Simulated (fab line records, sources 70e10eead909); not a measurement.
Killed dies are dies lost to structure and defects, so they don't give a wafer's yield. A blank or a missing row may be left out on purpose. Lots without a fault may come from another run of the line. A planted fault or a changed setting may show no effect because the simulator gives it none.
fab line records | flow nand_harc | part 2 of 2: steps 36 to 42 of 42
record lots=5 wafers=15 last_day=33
route steps=1302 shown P_ZERO_WELL@49 P_STI@69
lots that met no fault: from a run of the same line without faults
start_h: hours from the record's first day to the start of the lot's first wafer shown | wait_h: hours since the lot's step before | " the same as in the row above | L1.1+2: a row that stands for several wafers | - no value, or no start given | * or withheld: withheld | < > ~ a bound
route shown NAME@n: a module of which the file shows steps, and the number in the route of the first | usual: mean/standard deviation of fault-free wafers | same: alike in all rows | chamber/n: place in a boat | sites: the reading at each site | _std_site: their standard deviation | _edge_site: outer sites' mean less inner sites' | radius_mm: how far each site lies from the wafer's centre | mask NAME#n: copy n | behind: the tool/chamber that last shaped the wafer | hold: why the lot was held/for how many hours/how that ended | device: the transistor (n, p or np) that didn't switch | end of line: the same wafers' tests at the end of the route | a step without rows: its recipe alone | killed: dies lost to structure and defects at the first sort, not the wafer's yield | map: a wafer's dies, x killed, . not, _ none there
set.NAME: the setting as run; set.NAME@STEP: as run at that earlier step | model.NAME: the simulator's own value behind a step, which no gauge read
lots at some steps of the route; a table a step, a row a wafer
services: from which hour (start_h, from the record's first day; less than 0 if before it) a tool's chamber was out of use, for how many hours, and why
## steps
# step NHARC_P_STI_OVL_MEAS_10
# usual overlay_x_nm=0/5.8 overlay_y_nm=0/7
# columns lot.wafer tool chamber start_h wait_h overlay_x_nm overlay_y_nm
L082.1 overlay-01 - 122.28 - -10 2
L082.2 " - " " -9 2
L082.5 " - " " -9 2
L085.2 overlay-02 - 157.90 - 0 0
L085.3 " - " " 0 1
L085.5 " - " " 1 1
L088.1 overlay-02 - 183.92 - 3 -6
L088.4 " - " " 4 -6
L088.6 " - " " 3 -6
L090.1 overlay-01 - 204.18 - 3 -10
L090.3 " - " " 3 -10
L090.4 " - " " 3 -10
L094.2 overlay-01 - 246.37 - 6 21
L094.4 " - " " 6 21
L094.6 " - " " 7 21
# step NHARC_P_STI_INSPECT_11
# usual raw_defect_count=5.4/2.7
# columns lot.wafer tool chamber start_h wait_h raw_defect_count
L082.1 defect_inspect-01 - 122.32 0.0 2
L082.2 " - " " 3
L082.5 " - " " 5
L085.2 defect_inspect-01 - 157.93 0.0 9
L085.3 " - " " 8
L085.5 " - " " 4
L088.1 defect_inspect-01 - 183.96 0.0 6
L088.4 " - " " 5
L088.6 " - " " 8
L090.1 defect_inspect-01 - 204.22 0.0 2
L090.3 " - " " 3
L090.4 " - " " 3
L094.2 defect_inspect-01 - 246.40 0.0 11
L094.4 " - " " 8
L094.6 " - " " 12
# step NHARC_P_STI_HARDBAKE_13
# recipe temp_c=118 time_s=65
# same time_s=65
# columns lot.wafer tool chamber start_h wait_h
L082.1+2+5 litho_track-07 0 122.38 0.1
L085.2+3+5 litho_track-02 0 157.99 0.1
L088.1+4+6 litho_track-07 0 184.02 0.1
L090.1+3+4 litho_track-05 0 204.27 0.1
L094.2+4+6 litho_track-02 0 246.46 0.1
# step NHARC_P_STI_DESCUM_14
# recipe time_s=3 o2_flow_sccm=200 ar_flow_sccm=0 bias_power_w=0 chemistry=O2
# usual drypump_motor_current_A=5.55/0.3 oes_product_au=1.001/0.0067 rf_vpp_V=57.9/0.83 showerhead_plenum_p_Torr=1.96/0.093 throttle_valve_pct=11.312/0.0093
# same time_s=3
# columns lot.wafer tool chamber start_h wait_h drypump_motor_current_A oes_product_au rf_hours_counter_h rf_vpp_V showerhead_plenum_p_Torr throttle_valve_pct
L082.2 rie_diel-13 2 122.46 - 4.93 1.005 5 56.5 1.89 11.311
L082.1 " 3 " " 5.04 1.001 5 58.3 2.07 11.317
L082.5 " 2 " " 4.95 1.003 - 57.2 1.89 11.322
L085.2 rie_diel-06 3 158.07 - 5.85 0.994 1 57.2 1.81 11.326
L085.3 " 2 " " 5.64 0.998 1 58.9 2.06 11.324
L085.5 " 3 " " 5.83 1.001 - 57.7 1.81 11.314
L088.1 rie_diel-10 2 184.10 - 5.55 1.010 9 58.4 2.05 11.313
L088.4 " 1 " " 5.70 1.003 8 58.0 1.90 11.324
L088.6 " 3 " " 5.31 1.002 - 57.4 1.85 11.308
L090.4 rie_diel-06 0 204.35 - 5.43 1.008 4 57.9 2.05 11.310
L090.1 " 2 " " 5.66 1.009 4 59.0 2.06 11.315
L090.3 " 3 " " 5.81 1.010 4 57.2 1.81 11.304
L094.4 rie_diel-06 3 246.55 - 5.82 1.000 7 57.6 1.81 11.329
L094.2 " 1 " " 5.31 1.000 6 57.5 1.81 11.302
L094.6 " 2 " " 5.63 0.996 - 58.0 2.06 11.316
# step NHARC_P_STI_ETCH_42
# recipe target_depth_a=800 overetch_a=240 time_s=61 ion_energy_ev=200 n2_flow_sccm=150 h2_flow_sccm=150 ar_flow_sccm=0 rf_w=400 bias_w=150 chemistry=N2/H2
# usual drypump_motor_current_A=5.57/0.3 oes_product_au=1.001/0.0071 rf_vpp_V=431.9/2.8 showerhead_plenum_p_Torr=2.09/0.1 throttle_valve_pct=14.171/0.0084
# same time_s=61
# columns lot.wafer tool chamber start_h wait_h drypump_motor_current_A oes_product_au rf_hours_counter_h rf_vpp_V showerhead_plenum_p_Torr throttle_valve_pct
L082.1 rie_diel-13 1 122.55 0.1 6.05 0.995 5 435.3 2.21 14.176
L082.2 " 3 " " 5.05 1.007 5 435.0 2.21 14.155
L082.5 " 1 " " 6.05 1.004 - 433.8 2.21 14.170
L085.3 rie_diel-06 2 158.15 0.1 5.69 1.003 1 434.7 2.20 14.169
L085.2 " 3 " " 5.83 1.002 1 429.1 1.93 14.181
L085.5 " 2 " " 5.67 1.006 - 434.5 2.20 14.183
L088.1 rie_diel-10 2 184.18 0.1 5.56 1.009 9 434.2 2.19 14.175
L088.4 " 3 " " 5.35 1.000 9 427.7 1.97 14.169
L088.6 " 2 " " 5.57 1.001 - 434.8 2.19 14.160
L090.1 rie_diel-06 3 204.44 0.1 5.80 1.004 4 427.0 1.93 14.164
L090.3 " 0 " " 5.47 1.003 4 433.7 2.19 14.164
L090.4 " 1 " " 5.29 1.001 4 427.2 1.93 14.157
L094.2 rie_diel-06 3 246.62 0.1 5.82 0.995 7 428.3 1.93 14.168
L094.4 " 2 " " 5.63 0.990 6 433.5 2.20 14.180
L094.6 " 0 " " 5.46 1.003 - 433.8 2.19 14.171
# step NHARC_P_STI_ETCH_31
# recipe target_depth_a=1089 time_s=54.5 cf4_flow_sccm=100 chf3_flow_sccm=30 ar_flow_sccm=0 rf_w=500 bias_w=200 chemistry=CF4/CHF3
# usual cf4_flow_sccm=99.98/0.28 drypump_motor_current_A=5.6/0.3 oes_product_au=0.963/0.019 rf_vpp_V=371.7/2.5 showerhead_plenum_p_Torr=1.61/0.073 throttle_valve_pct=16.803/0.0092
# same time_s=54.5
# columns lot.wafer tool chamber start_h wait_h cf4_flow_sccm drypump_motor_current_A oes_product_au rf_hours_counter_h rf_vpp_V showerhead_plenum_p_Torr throttle_valve_pct
L082.1 rie_diel-13 1 - - 100.06 6.1 0.928 5 376.8 1.69 16.811
L082.2 " 3 " " 100.18 5.0 0.931 5 375.8 1.69 16.807
L082.5 " 1 " " 100.35 6.1 0.910 - 374.2 1.69 16.799
L085.3 rie_diel-06 2 - - 100.13 5.6 0.960 2 373.7 1.69 16.821
L085.2 " 3 " " 100.01 5.8 0.962 1 367.4 1.50 16.806
L085.5 " 3 " " 100.31 5.8 0.962 - 368.7 1.50 16.813
L088.1 rie_diel-10 2 - - 99.99 5.5 0.963 9 374.1 1.68 16.802
L088.4 " 0 " " 100.02 5.7 0.968 8 372.6 1.64 16.809
L088.6 " 3 " " 100.15 5.3 0.962 - 369.2 1.52 16.807
L090.3 rie_diel-06 3 - - 99.85 5.8 0.984 4 367.8 1.50 16.806
L090.4 " 0 " " 99.88 5.4 0.966 4 374.8 1.68 16.805
L090.1 " 1 " " 99.34 5.3 0.970 4 368.6 1.49 16.821
L094.4 rie_diel-06 3 - - 100.21 5.9 0.957 7 367.2 1.49 16.803
L094.2 " 0 " " 99.76 5.4 0.973 6 373.2 1.68 16.804
L094.6 " 2 " " 99.85 5.7 0.949 - 373.7 1.69 16.800
# step NHARC_P_STI_ETCH_15
# recipe target_depth_a=3000 taper_deg=4 time_s=100.1 hbr_flow_sccm=150 cl2_flow_sccm=50 rf_w=400 icp_w=400 bias_w=100 chemistry=HBr/Cl2
# usual drypump_motor_current_A=5.9/0.39 hbr_flow_sccm=150.0/0.45 oes_product_au=1.001/0.0085 throttle_valve_pct=26.405/0.0087
# same time_s=100.1
# columns lot.wafer tool chamber start_h wait_h drypump_motor_current_A hbr_flow_sccm oes_product_au rf_hours_counter_h throttle_valve_pct
L082.2 rie_si-03 1 122.76 - 5.8 150.1 1.002 0.5 26.411
L082.1 " 0 " " 5.0 148.9 0.993 0.4 26.395
L082.5 " 1 " " 5.8 150.2 1.000 - 26.401
L085.3 rie_si-06 3 158.34 - 6.6 149.5 0.999 0.4 26.409
L085.2 " 0 " " 5.9 150.2 1.008 0.4 26.407
L085.5 " 0 " " 5.9 150.1 1.019 - 26.421
L088.4 rie_si-03 2 184.37 - 5.7 149.5 0.999 0.9 26.413
L088.1 " 0 " " 5.0 149.5 0.999 0.7 26.401
L088.6 " 3 " " 5.9 150.3 1.020 - 26.410
L090.4 rie_si-01 0 204.63 - 5.8 149.6 0.996 0.0 26.402
L090.1 " 1 " " 6.5 149.7 0.999 0.0 26.381
L090.3 " 2 " " 5.7 151.4 0.993 0.0 26.384
L094.4 rie_si-03 1 246.83 - 5.8 150.0 1.003 0.1 26.401
L094.2 " 3 " " 5.9 150.1 0.987 0.1 26.404
L094.6 " 1 " " 5.8 150.1 0.984 - 26.392
## services
# columns tool chamber start_h hours kind
wet_bench-05 - 84.84 8.0 pm
rie_diel-13 3 91.48 8.4 repair
krf_scanner-02 - 94.00 4.0 pm
krf_scanner-02 - 99.19 0.6 repair
litho_track-03 - 100.00 7.0 pm
wet_bench-01 - 101.60 8.0 pm
rie_si-03 0 104.90 11.7 repair
rie_diel-02 0 111.94 9.0 repair
rie_diel-10 0 115.10 10.8 repair
furnace-05 - 117.68 26.0 pm
rie_diel-02 1 122.53 5.6 repair
litho_track-05 - 124.00 7.0 pm
krf_scanner-01 - 129.87 1.7 repair
rie_diel-06 - 130.20 9.0 pm
krf_scanner-01 - 140.00 4.0 pm
wet_bench-07 - 145.37 3.3 repair
implanter-02 - 146.00 13.0 pm
wet_bench-07 - 160.00 8.0 pm
rie_diel-06 0 163.22 3.2 repair
rie_diel-06 - 219.03 0.6 repair
litho_track-02 - 227.00 7.0 pm
wet_bench-04 - 227.26 8.0 pm
krf_scanner-01 - 243.13 5.1 repair
wet_bench-02 - 244.00 8.0 pm
